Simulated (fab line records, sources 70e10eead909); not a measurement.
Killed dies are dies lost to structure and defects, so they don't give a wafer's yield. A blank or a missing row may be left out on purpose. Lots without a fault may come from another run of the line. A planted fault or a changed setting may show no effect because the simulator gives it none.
Which tool did it? | flow nand_harc | 12 lots, 36 wafers sampled, at 5 steps of a route of 1302

WHAT THE GAUGES READ, wafer by wafer
NHARC_P_M0_THK_MEAS_24: measures by xrf.
lot  | measured     | on            | thk_nm (nm)
L075 | day 6 18:52  | film_metro-02 | 118.7 116.4 119.0
L077 | day 7 14:58  | film_metro-01 | 116.2 117.6 116.8
L079 | day 8 02:49  | film_metro-01 | 117.7 118.0 120.3
L081 | day 9 01:09  | film_metro-01 | 118.6 118.2 119.1
L083 | day 10 03:05 | film_metro-01 | 116.9 115.1 117.9
L085 | day 10 17:36 | film_metro-01 | 118.8 119.3 119.3
L087 | day 11 11:36 | film_metro-02 | 118.3 119.5 117.6
L088 | day 12 07:14 | film_metro-02 | 118.1 118.7 121.1
L091 | day 13 06:34 | film_metro-02 | 114.2 115.6 117.6
L093 | day 14 06:17 | film_metro-01 | 118.8 119.6 117.6
L095 | day 15 00:58 | film_metro-01 | 119.0 117.0 118.8
L097 | day 15 16:01 | film_metro-02 | 116.1 119.8 117.3

WHICH TOOL RAN EACH LOT (tool, then ch and the chambers of the sampled wafers, then the start)
lot  | NHARC_P_GATE_DESCUM_48             | NHARC_P_CONTACT_DEP_00                     | NHARC_P_CONTACT_ETCH_31                       | NHARC_P_M0_PVD_20
L075 | rie_diel-03 ch 1,2, day 6 04:12    | pecvd-02 ch 0,2, day 6 18:52 or earlier    | rie_diel-10 ch 0,1,2, day 6 18:52 or earlier  | pvd_sputter-01, day 6 18:52 or earlier
L077 | rie_diel-03 ch 0,1,3, day 7 00:16  | pecvd-04 ch 0,1,2, day 7 14:58 or earlier  | rie_diel-01 ch 0,2,3, day 7 14:58 or earlier  | pvd_sputter-03, day 7 14:58 or earlier
L079 | rie_diel-11 ch 0,3, day 7 11:38    | pecvd-01 ch 0,2, day 7 18:31               | rie_diel-10 ch 0,1, day 8 02:49 or earlier    | pvd_sputter-01, day 8 02:49 or earlier
L081 | rie_diel-11 ch 1,2,3, day 8 10:25  | pecvd-01 ch 0,1,2, day 9 01:09 or earlier  | rie_diel-05 ch 0,2,3, day 9 01:09 or earlier  | pvd_sputter-03, day 9 01:09 or earlier
L083 | rie_diel-03 ch 0,1,2, day 9 12:40  | pecvd-02 ch 0,2, day 10 03:05 or earlier   | rie_diel-05 ch 0,1, day 10 03:05 or earlier   | pvd_sputter-03, day 10 03:05 or earlier
L085 | rie_diel-06 ch 2,3, day 10 03:04   | pecvd-01 ch 0,1, day 10 17:36 or earlier   | rie_diel-01 ch 1,3, day 10 17:36 or earlier   | pvd_sputter-02, day 10 17:36 or earlier
L087 | rie_diel-11 ch 1,2, day 10 21:06   | pecvd-02 ch 1,2, day 11 11:36 or earlier   | rie_diel-05 ch 0,2,3, day 11 11:36 or earlier | pvd_sputter-03, day 11 11:36 or earlier
L088 | rie_diel-06 ch 0,1,2, day 11 16:22 | pecvd-01 ch 1,2, day 12 07:14 or earlier   | rie_diel-10 ch 0,1, day 12 07:14 or earlier   | pvd_sputter-01, day 12 07:14 or earlier
L091 | rie_diel-11 ch 0,1,3, day 12 15:56 | pecvd-04 ch 1,2, day 13 06:34 or earlier   | rie_diel-05 ch 1,2,3, day 13 06:34 or earlier | pvd_sputter-01, day 13 06:34 or earlier
L093 | rie_diel-11 ch 0,1,3, day 13 15:53 | pecvd-01 ch 0,1,2, day 14 06:17 or earlier | rie_diel-10 ch 2,3, day 14 06:17 or earlier   | pvd_sputter-03, day 14 06:17 or earlier
L095 | rie_diel-06 ch 0,2,3, day 14 10:34 | pecvd-04 ch 0,1,2, day 15 00:58 or earlier | rie_diel-01 ch 2,3, day 15 00:58 or earlier   | pvd_sputter-03, day 15 00:58 or earlier
L097 | rie_diel-03 ch 0,2,3, day 15 00:40 | pecvd-04 ch 1,2, day 15 16:01 or earlier   | rie_diel-05 ch 0,2,3, day 15 16:01 or earlier | pvd_sputter-02, day 15 16:01 or earlier
- NHARC_P_GATE_DESCUM_48: chemistry O2, time 3 s.
- NHARC_P_CONTACT_DEP_00: deposits SiO2, target thk 500 nm.
- NHARC_P_CONTACT_ETCH_31: etches the open film in CH3F/O2, target depth 30 nm, time 85.7 s.
- NHARC_P_M0_PVD_20: deposits TaN, target thk 5 nm, time 8.06 s.

THE ANSWER, worked out from the rows above alone
Rule: what is usual is taken from the lots themselves. Put in order of their means at a reading, lots are off if they are a third of the lots or fewer, leave a main group of 4 or more, and stand apart from it by a gap of 3 or more times the standard deviation of the main group's means; of several such gaps the widest counts. A main group whose means are all the same, to the digits that the tables above print for the reading, isn't used. A lot without any number at a reading at which 4 lots or more have one is off too. The other lots that the step has rows for count as sound.
No lot is off at any reading shown: from this, nothing can be told.

WHAT THE SIMULATOR HAD PUT IN
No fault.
